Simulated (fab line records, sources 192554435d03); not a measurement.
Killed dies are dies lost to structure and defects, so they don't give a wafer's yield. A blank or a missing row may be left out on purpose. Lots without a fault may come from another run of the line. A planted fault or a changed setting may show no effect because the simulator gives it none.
Chamber matching | flow n5_finfet | N5_HKMG_FIN_ALD_36 on ald_metal-01: 4 sister chambers
The step deposits TiN, target thk 1 nm, pulse time 1 s, purge time 3 s. 4 wafers are shown with their chamber, then 11 later ones without.

WAFERS WITH THEIR CHAMBER
wafer  | chamber | heater_power_w (W)
L084.6 | 3       | 822
L092.4 | 0       | 831
L092.6 | 2       | 989
L093.1 | 1       | 1165

WAFERS WITHOUT THEIR CHAMBER
wafer  | heater_power_w (W)
L093.4 | 816
L093.6 | 835
L094.1 | 977
L094.2 | 807
L094.3 | 1155
L094.4 | 829
L094.5 | 807
L094.6 | 829
L096.1 | 1138
L096.5 | 828
L096.6 | 1145

WHICH CHAMBER EACH WENT THROUGH
wafer  | from the rows above     | in truth
L093.4 | can't be placed: 3 or 0 | 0
L093.6 | can't be placed: 0 or 3 | 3
L094.1 | 2                       | 2
L094.2 | can't be placed: 3 or 0 | 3
L094.3 | 1                       | 1
L094.4 | can't be placed: 0 or 3 | 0
L094.5 | can't be placed: 3 or 0 | 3
L094.6 | can't be placed: 0 or 3 | 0
L096.1 | 1                       | 1
L096.5 | can't be placed: 0 or 3 | 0
L096.6 | 1                       | 1
Placed correctly: 4 of 11. Can't be placed from these rows: 7 (the true chamber is among the candidates in 7). Placed wrongly: 0.
How it was worked out, from the rows above alone: a wafer's distance from a chamber is the root of the sum, over the readings, of the square of ((its reading less the chamber's mean) divided by the reading's scatter). The wafer belongs to the nearest chamber; if the next one is less than 2 further off, it can't be placed. A chamber's mean is the mean of its shown wafers. The scatter: with one shown wafer a chamber, the root of the mean of the squares of how far each hidden wafer lies from its nearest shown one.
